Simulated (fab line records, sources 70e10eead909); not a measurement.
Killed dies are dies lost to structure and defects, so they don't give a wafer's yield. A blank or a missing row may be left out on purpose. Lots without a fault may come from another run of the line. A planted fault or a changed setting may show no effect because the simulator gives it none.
fab line records | flow nand_harc
record lots=6 wafers=18 last_day=32
route steps=1302 shown P_GATE@127
lots that met no fault: from a run of the same line without faults
start_h: hours from the record's first day to the start of the lot's first wafer shown | wait_h: hours since the lot's step before | " the same as in the row above | L1.1+2: a row that stands for several wafers | - no value, or no start given | * or withheld: withheld | < > ~ a bound
route shown NAME@n: a module of which the file shows steps, and the number in the route of the first | usual: mean/standard deviation of fault-free wafers | same: alike in all rows | chamber/n: place in a boat | sites: the reading at each site | _std_site: their standard deviation | _edge_site: outer sites' mean less inner sites' | radius_mm: how far each site lies from the wafer's centre | mask NAME#n: copy n | behind: the tool/chamber that last shaped the wafer | hold: why the lot was held/for how many hours/how that ended | device: the transistor (n, p or np) that didn't switch | end of line: the same wafers' tests at the end of the route | a step without rows: its recipe alone | killed: dies lost to structure and defects at the first sort, not the wafer's yield | map: a wafer's dies, x killed, . not, _ none there
set.NAME: the setting as run; set.NAME@STEP: as run at that earlier step | model.NAME: the simulator's own value behind a step, which no gauge read
lots at some steps of the route; a table a step, a row a wafer
services: from which hour (start_h, from the record's first day; less than 0 if before it) a tool's chamber was out of use, for how many hours, and why
## steps
# step NHARC_P_GATE_PRECLEAN_71
# recipe time_s=* temp_c=50 bath_age_min=0 chemistry=SC1
# step NHARC_P_GATE_SRD_72
# step NHARC_P_GATE_OXIDE_16
# recipe target_thk_a=30 temp_c=875 ox_time_s=392 material=SiO2
# step NHARC_P_GATE_CVD_17
# recipe target_thk_a=1500 temp_c=620 time_s=900 material=poly-Si
# step NHARC_P_GATE_HM_DEP_102
# recipe target_thk_a=1200 temp_c=400 material=aC
# usual throttle_valve_pct=34.999/0.0088
# columns lot.wafer tool chamber start_h wait_h throttle_valve_pct
L509.1 acl_dep-03 0 164.48 0.4 34.996
L509.4 " 0 " " 34.993
L509.6 " 0 " " 34.997
L511.1 acl_dep-01 0 184.46 1.6 35.002
L511.3 " 0 " " 35.002
L511.6 " 0 " " 34.996
L514.1 acl_dep-01 0 213.93 0.4 34.993
L514.2 " 0 " " 35.004
L514.5 " 0 " " 34.995
L515.1 acl_dep-01 0 223.32 1.6 34.996
L515.2 " 0 " " 35.016
L515.5 " 0 " " 35.001
L516.1 acl_dep-01 0 242.42 5.0 35.001
L516.2 " 0 " " 34.999
L516.5 " 0 " " 35.005
L520.1 acl_dep-02 0 279.34 0.4 35.010
L520.2 " 0 " " 34.992
L520.3 " 0 " " 35.003
# step NHARC_P_GATE_DEP_103
# recipe target_thk_a=300 target_thk_nm=30 temp_c=400 flow_sccm=200 rf_w=350 material=SiON
# usual heater_power_outer_w=461/40 heater_power_w=754/52
# columns lot.wafer tool chamber start_h wait_h heater_power_outer_w heater_power_w
L509.1 pecvd-02 0 165.17 0.6 451 695
L509.4 " 0 " " 441 703
L509.6 " 1 " " 518 783
L511.1 pecvd-01 2 185.13 0.6 451 788
L511.3 " 0 " " 405 700
L511.6 " 1 " " 547 856
L514.1 pecvd-03 2 214.60 0.6 534 828
L514.2 " 1 " " 486 820
L514.5 " 2 " " 538 836
L515.2 pecvd-03 1 224.05 0.5 485 816
L515.1 " 2 " " 476 741
L515.5 " 1 " " 487 836
L516.1 pecvd-01 1 243.08 0.6 462 738
L516.2 " 0 " " 433 720
L516.5 " 0 " " 429 719
L520.2 pecvd-03 2 280.01 0.5 429 698
L520.3 " 0 " " 429 692
L520.1 " 1 " " 487 805
# step NHARC_P_GATE_DEHYDRATE_18
# recipe temp_c=150 time_s=120
# step NHARC_P_GATE_HMDS_19
# recipe time_s=30
# step NHARC_P_GATE_COAT_20
# recipe spin_rpm=1500 resist_thk_nm=90
# step NHARC_P_GATE_SOFTBAKE_21
# recipe temp_c=105 time_s=55
# step NHARC_P_GATE_EBR_22
# step NHARC_P_GATE_EXPOSE_23
# recipe na=1.35 target_cd_nm=120 dose_mj=93.91 mask_id=P_GATE
# step NHARC_P_GATE_PEB_24
# recipe peb_temp_c=100 peb_time_s=65
# usual heater_power_total_W=156.6/0.44 plate_temp_C=100.02/0.11
# columns lot.wafer tool chamber start_h wait_h heater_power_total_W plate_temp_C
L509.1 litho_track-01 0 165.62 0.1 153.2 98.19
L509.4 " 0 " " 153.0 98.18
L509.6 " 0 " " 153.2 98.26
L511.1 litho_track-01 0 185.60 0.1 153.0 98.27
L511.3 " 0 " " 152.9 98.37
L511.6 " 0 " " 152.9 98.21
L514.1 litho_track-06 0 215.20 0.1 157.2 100.10
L514.2 " 0 " " 156.7 99.84
L514.5 " 0 " " 156.9 100.05
L515.1 litho_track-04 0 224.62 0.1 156.1 99.99
L515.2 " 0 " " 157.1 100.22
L515.5 " 0 " " 156.7 100.00
L516.1 litho_track-01 0 243.55 0.1 157.1 100.16
L516.2 " 0 " " 156.0 100.00
L516.5 " 0 " " 156.3 100.15
L520.1 litho_track-04 0 280.61 0.1 156.3 99.97
L520.2 " 0 " " 157.0 100.05
L520.3 " 0 " " 156.6 100.08
# step NHARC_P_GATE_DEVELOP_25
# recipe develop_time_s=35 dev_temp_c=23
# step NHARC_P_GATE_CD_MEAS_26
# recipe target_cd_nm=120 landing_energy_ev=500
# usual cd_nm=120.1/0.49
# columns lot.wafer tool chamber start_h wait_h cd_nm
L509.1 cd_sem-02 0 165.70 - 126.3
L509.4 " 0 " " 126.2
L509.6 " 0 " " 126.3
L511.1 cd_sem-03 0 185.68 - 127.0
L511.3 " 0 " " 127.1
L511.6 " 0 " " 127.0
L514.1 cd_sem-03 0 215.28 - 119.2
L514.2 " 0 " " 120.1
L514.5 " 0 " " 119.5
L515.1 cd_sem-02 0 224.70 - 120.3
L515.2 " 0 " " 120.6
L515.5 " 0 " " 120.2
L516.1 cd_sem-02 0 243.63 - 119.5
L516.2 " 0 " " 120.5
L516.5 " 0 " " 119.8
L520.1 cd_sem-02 0 280.68 - 120.7
L520.2 " 0 " " 120.0
L520.3 " 0 " " 120.3
# step NHARC_P_GATE_OVL_MEAS_27
# usual overlay_x_nm=-0.2/0.91 overlay_y_nm=0.0/0.92
# columns lot.wafer tool chamber start_h wait_h overlay_x_nm overlay_y_nm
L509.1 overlay-02 - 165.79 - -0.4 -0.2
L509.4 " - " " -0.4 0.4
L509.6 " - " " 0.3 0.1
L511.1 overlay-01 - 185.77 - -2.4 -0.6
L511.3 " - " " -2.0 -1.2
L511.6 " - " " -1.9 -0.8
L514.1 overlay-01 - 215.37 - -1.6 0.0
L514.2 " - " " -0.9 0.5
L514.5 " - " " -1.3 0.5
L515.1 overlay-01 - 224.79 - 0.9 -0.7
L515.2 " - " " 0.5 -1.0
L515.5 " - " " 0.8 -0.9
L516.1 overlay-01 - 243.72 - -0.7 1.8
L516.2 " - " " -0.5 1.1
L516.5 " - " " -0.3 1.2
L520.1 overlay-01 - 280.77 - 0.4 0.3
L520.2 " - " " 0.2 0.1
L520.3 " - " " 0.2 -0.1
# step NHARC_P_GATE_INSPECT_28
# usual raw_defect_count=6/3.1
# columns lot.wafer tool chamber start_h wait_h raw_defect_count
L509.1 defect_inspect-02 - 165.82 0.0 7
L509.4 " - " " 5
L509.6 " - " " 1
L511.1 defect_inspect-02 - 185.80 0.0 7
L511.3 " - " " 5
L511.6 " - " " 5
L514.1 defect_inspect-02 - 215.40 0.0 7
L514.2 " - " " 6
L514.5 " - " " 10
L515.1 defect_inspect-02 - 224.82 0.0 4
L515.2 " - " " 7
L515.5 " - " " 12
L516.1 defect_inspect-01 - 243.76 0.0 7
L516.2 " - " " 7
L516.5 " - " " 4
L520.1 defect_inspect-02 - 280.81 0.0 15
L520.2 " - " " 12
L520.3 " - " " 8
# step NHARC_P_GATE_DESCUM_31
# recipe time_s=3 o2_flow_sccm=200 ar_flow_sccm=0 bias_power_w=0 chemistry=O2
# usual drypump_motor_current_A=5.8/0.58 oes_product_au=1.002/0.008 rf_vpp_V=57.7/0.92 showerhead_plenum_p_Torr=1.91/0.081 throttle_valve_pct=11.310/0.0091
# same bias_power_w=0
# columns lot.wafer tool chamber start_h wait_h drypump_motor_current_A oes_product_au rf_hours_counter_h rf_vpp_V showerhead_plenum_p_Torr throttle_valve_pct model.P_GATE.cd_nm
L509.1 rie_diel-12 3 165.89 0.1 6.2 1.008 4.2 57.4 1.82 11.304 126.1
L509.4 " 2 " " 5.8 1.014 4.5 57.7 1.95 11.296 126.8
L509.6 " 0 " " 5.0 1.005 - 56.8 1.80 11.319 126.4
L511.1 rie_diel-03 1 185.86 0.1 5.6 0.995 4.0 58.3 1.85 11.307 127
L511.3 " 0 " " 5.3 0.986 4.2 56.9 1.98 11.314 126.2
L511.6 " 1 " " 5.6 0.996 - 58.0 1.85 11.305 126.9
L514.1 rie_diel-12 3 215.46 0.1 6.2 1.016 6.6 58.7 1.82 11.301 119.1
L514.2 " 1 " " 4.9 1.004 7.0 57.5 1.99 11.305 119.4
L514.5 " 1 " " 4.9 1.000 - 57.7 1.99 11.303 119.9
L515.1 rie_diel-03 2 224.88 0.1 6.5 1.004 6.4 57.1 1.90 11.294 120.4
L515.2 " 0 " " 5.3 0.996 6.3 56.6 1.98 11.301 120.4
L515.5 " 3 " " 6.5 1.010 - 57.4 2.02 11.306 120.7
L516.1 rie_diel-11 3 243.83 0.1 5.7 0.994 9.2 58.7 1.87 11.303 119.2
L516.2 " 1 " " 6.4 0.998 8.3 57.9 1.82 11.293 119.9
L516.5 " 2 " " 6.4 0.994 - 56.9 1.80 11.319 120.1
L520.3 rie_diel-03 0 280.87 0.1 5.3 1.003 8.2 59.6 1.98 11.297 120.2
L520.1 " 1 " " 5.7 1.004 8.4 56.8 1.85 11.306 121.2
L520.2 " 3 " " 6.5 1.004 9.1 58.3 2.02 11.310 120.5
# step NHARC_P_GATE_ETCH_104
# recipe target_depth_a=600 time_s=withheld cf4_flow_sccm=100 chf3_flow_sccm=30 ar_flow_sccm=0 rf_w=500 bias_w=200 chemistry=CF4/CHF3
# usual drypump_motor_current_A=5.9/0.58 oes_product_au=0.963/0.019 rf_vpp_V=370.7/2.3 showerhead_plenum_p_Torr=1.57/0.063 throttle_valve_pct=16.803/0.0092
# columns lot.wafer tool chamber start_h wait_h drypump_motor_current_A oes_product_au rf_vpp_V showerhead_plenum_p_Torr throttle_valve_pct
L509.4 rie_diel-12 0 165.97 0.1 5.0 0.970 367.4 1.49 16.802
L509.1 " 1 " " 4.9 0.964 374.5 1.64 16.821
L509.6 " 3 " " 6.2 0.971 367.6 1.50 16.797
L511.1 rie_diel-03 3 185.95 0.1 6.5 0.974 374.0 1.66 16.801
L511.3 " 1 " " 5.6 0.960 368.4 1.52 16.798
L511.6 " 3 " " 6.5 0.977 372.7 1.66 16.815
L514.1 rie_diel-12 1 215.57 0.1 4.9 0.969 371.8 1.64 16.797
L514.2 " 0 " " 5.0 0.965 368.8 1.49 16.795
L514.5 " 0 " " 5.0 0.964 367.7 1.49 16.826
L515.1 rie_diel-03 3 224.97 0.1 6.5 0.966 374.1 1.66 16.800
L515.2 " 1 " " 5.6 0.979 369.4 1.52 16.810
L515.5 " 3 " " 6.5 0.978 372.9 1.66 16.813
L516.1 rie_diel-11 3 243.90 0.1 5.7 0.910 369.1 1.54 16.806
L516.2 " 1 " " 6.3 0.922 369.7 1.50 16.789
L516.5 " 3 " " 5.7 0.909 370.1 1.54 16.799
L520.3 rie_diel-03 3 280.96 0.1 6.5 0.965 373.1 1.66 16.802
L520.2 " 0 " " 5.4 0.958 371.4 1.63 16.791
L520.1 " 1 " " 5.6 0.974 368.9 1.52 16.817
# step NHARC_P_GATE_HM_OPEN_105
# recipe target_depth_a=3600 o2_flow_sccm=400 cos_flow_sccm=20 ar_flow_sccm=0 rf_w=500 bias_w=300 chemistry=O2/COS
# usual drypump_motor_current_A=5.8/0.57 oes_product_au=1.002/0.0092 rf_vpp_V=467.2/2.7 showerhead_plenum_p_Torr=3.12/0.12 throttle_valve_pct=28.332/0.01
# columns lot.wafer tool chamber start_h wait_h drypump_motor_current_A oes_product_au rf_hours_counter_h rf_vpp_V showerhead_plenum_p_Torr throttle_valve_pct
L509.1 rie_diel-12 3 - - 6.2 1.027 4.2 463.9 2.99 28.339
L509.4 " 1 " " 4.9 1.006 4.8 470.2 3.25 28.330
L509.6 " 0 " " 5.0 1.009 - 464.3 2.95 28.332
L511.1 rie_diel-03 3 - - 6.5 0.998 4.6 470.6 3.29 28.334
L511.3 " 0 " " 5.3 0.983 4.2 469.0 3.23 28.340
L511.6 " 2 " " 6.5 0.998 - 467.8 3.11 28.329
L514.1 rie_diel-12 0 - - 5.1 1.023 7.4 463.6 2.95 28.338
L514.2 " 1 " " 4.9 1.015 7.1 469.9 3.25 28.327
L514.5 " 1 " " 4.9 1.006 - 469.7 3.25 28.353
L515.2 rie_diel-03 2 - - 6.5 1.011 6.4 466.3 3.11 28.331
L515.1 " 0 " " 5.3 0.998 6.3 468.7 3.23 28.344
L515.5 " 1 " " 5.6 1.002 - 464.9 3.02 28.316
L516.2 rie_diel-11 0 - - 5.4 1.000 8.4 471.0 3.28 28.321
L516.1 " 1 " " 6.3 1.005 8.4 465.0 2.98 28.339
L516.5 " 0 " " 5.4 1.013 - 470.5 3.28 28.327
L520.2 rie_diel-03 0 - - 5.4 0.988 8.2 468.9 3.22 28.353
L520.3 " 1 " " 5.6 0.995 8.5 464.0 3.02 28.330
L520.1 " 2 " " 6.5 0.997 9.4 467.7 3.11 28.344
# step NHARC_P_GATE_STRIP_106
# recipe o2_flow_sccm=400 cos_flow_sccm=20 ar_flow_sccm=0 bias_w=0 chemistry=O2/COS
# step NHARC_P_GATE_ETCH_114
# recipe target_depth_a=300 overetch_a=30 time_s=16.5 ion_energy_ev=100 cf4_flow_sccm=80 o2_flow_sccm=20 ar_flow_sccm=0 rf_w=300 bias_w=100 chemistry=CF4/O2
# step NHARC_P_GATE_ETCH_32
# recipe target_depth_a=1500 over_etch_frac=1 over_etch_ion_energy_ev=40 time_s=100.1 hbr_flow_sccm=150 cl2_flow_sccm=50 rf_w=400 icp_w=400 bias_w=100 chemistry=HBr/Cl2
# usual drypump_motor_current_A=5.6/0.41 oes_product_au=1.004/0.0073 throttle_valve_pct=26.407/0.009
# columns lot.wafer tool chamber start_h wait_h drypump_motor_current_A oes_product_au rf_hours_counter_h throttle_valve_pct model.P_GATE.cd_nm
L509.4 rie_si-02 2 166.36 - 5.8 1.025 0.31 26.402 126.8
L509.1 " 3 " " 5.6 1.001 0.25 26.399 125.2
L509.6 " 2 " " 5.8 1.019 - 26.421 127.9
L511.3 rie_si-03 0 186.33 - 6.6 1.005 0.88 26.395 126.8
L511.1 " 2 " " 5.2 1.003 0.89 26.407 125.6
L511.6 " 0 " " 6.5 1.000 - 26.419 127.3
L514.2 rie_si-04 2 216.01 - 5.1 1.002 0.30 26.412 119.3
L514.1 " 3 " " 5.5 1.018 0.28 26.407 120.5
L514.5 " 1 " " 5.5 0.999 - 26.412 119.7
L515.2 rie_si-02 3 225.35 - 5.7 1.003 0.60 26.412 121.1
L515.1 " 2 " " 5.8 1.013 0.69 26.404 121
L515.5 " 3 " " 5.7 1.012 - 26.409 121.4
L516.1 rie_si-02 1 244.30 - 5.4 1.004 0.93 26.423 121.5
L516.2 " 3 " " 5.7 1.003 0.80 26.412 121.7
L516.5 " 0 " " 5.8 1.006 - 26.407 123.7
L520.2 rie_si-03 3 281.33 - 5.3 1.012 0.23 26.424 120.7
L520.1 " 0 " " 6.6 0.996 0.26 26.420 119.9
L520.3 " 1 " " 5.7 0.990 0.40 26.411 122
# step NHARC_P_GATE_STRIP_108
# recipe o2_flow_sccm=500 ar_flow_sccm=0 bias_w=0 chemistry=O2
# usual drypump_motor_current_A=5.8/0.54 oes_product_au=1.000/0.0098 rf_vpp_V=57.7/0.88 showerhead_plenum_p_Torr=3.51/0.14 throttle_valve_pct=17.038/0.0091
# columns lot.wafer tool chamber start_h wait_h drypump_motor_current_A oes_product_au rf_hours_counter_h rf_vpp_V showerhead_plenum_p_Torr throttle_valve_pct
L509.4 rie_diel-11 2 166.50 - 6.4 0.990 4.4 56.9 3.33 17.049
L509.1 " 1 " " 6.3 0.986 3.5 56.9 3.38 17.045
L509.6 " 2 " " 6.4 0.972 - 57.8 3.33 17.062
L511.1 rie_diel-11 3 186.59 - 5.7 0.982 5.4 56.4 3.45 17.043
L511.3 " 2 " " 6.4 0.981 5.3 57.0 3.33 17.034
L511.6 " 3 " " 5.7 0.989 - 58.5 3.45 17.052
L514.2 rie_diel-03 1 216.15 - 5.6 0.995 5.5 57.5 3.42 17.030
L514.1 " 3 " " 6.6 1.010 6.4 57.0 3.71 17.045
L514.5 " 1 " " 5.7 0.996 - 57.4 3.42 17.028
L515.2 rie_diel-03 1 225.52 - 5.7 1.011 6.0 57.1 3.42 17.035
L515.1 " 2 " " 6.5 1.005 6.5 58.1 3.51 17.021
L515.5 " 1 " " 5.6 1.001 - 57.8 3.42 17.041
L516.1 rie_diel-11 1 244.47 - 6.3 0.996 8.4 57.3 3.37 17.034
L516.2 " 2 " " 6.4 1.006 9.4 57.7 3.33 17.041
L516.5 " 0 " " 5.4 1.005 - 58.2 3.70 17.050
L520.3 rie_diel-12 3 281.49 - 6.2 1.002 0.3 58.5 3.37 17.047
L520.2 " 0 " " 5.0 0.992 0.3 56.1 3.34 17.044
L520.1 " 1 " " 4.9 1.001 0.3 58.6 3.67 17.034
## services
# columns tool chamber start_h hours kind
litho_track-01 - 155.00 7.0 pm
rie_diel-03 0 162.30 - clean
rie_si-04 - 165.00 9.0 pm
pecvd-02 1 168.63 6.4 repair
litho_track-06 - 179.00 7.0 pm
pecvd-03 - 185.08 13.0 pm
acl_dep-01 - 188.38 13.0 pm
rie_si-04 1 192.68 4.9 repair
litho_track-04 - 203.00 7.0 pm
rie_diel-12 2 210.25 6.8 repair
rie_si-03 - 221.00 9.0 pm
rie_si-04 2 226.63 9.3 repair
pecvd-02 - 227.17 13.0 pm
acl_dep-02 - 242.73 13.0 pm
rie_si-03 - 249.28 1.6 repair
rie_diel-11 - 255.53 9.0 pm
rie_diel-12 3 257.62 12.6 repair
rie_diel-12 0 261.07 6.3 repair
rie_diel-12 2 261.89 2.8 repair
pecvd-01 - 262.52 0.3 repair
rie_diel-12 1 262.95 8.2 repair
rie_diel-12 - 268.40 9.0 pm
rie_si-02 - 277.00 9.0 pm
rie_diel-03 - 281.30 9.0 pm
## key
first_sign step=NHARC_P_GATE_PEB_24 reading=plate_temp_C direction=down sigmas=17 usual=* struck=*
effect step=NHARC_P_GATE_PEB_24 reading=heater_power_total_W direction=down sigmas=8.1 usual=* struck=*
effect step=NHARC_P_GATE_CD_MEAS_26 reading=cd_nm direction=up sigmas=13 usual=120.1 struck=126.7
model_effect step=NHARC_P_GATE_DESCUM_31 value=P_GATE.cd_nm without=119.7 struck=126.6
model_effect step=NHARC_P_GATE_ETCH_32 value=P_GATE.cd_nm without=119.8 struck=126.6
met_at NHARC_P_GATE_PEB_24
struck_wafers L509.1,L509.4,L509.6,L511.1,L511.3,L511.6
tester_left_out L509,L511
fault kind=process_parameter_drift tool=litho_track-01 chamber=- onset_h=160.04 steps=NHARC_P_GATE_PEB_24 channel=peb_temp_c offset=* shape=step end_h=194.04 acts_in=* stated=*
# tester_left_out: of these lots the tester's yield and bins aren't shown, on N5 and GAA mostly nor the transistor test; their killed dies are dies lost to structure and defects alone, not to doping, threshold or leakage, so they don't give the yield
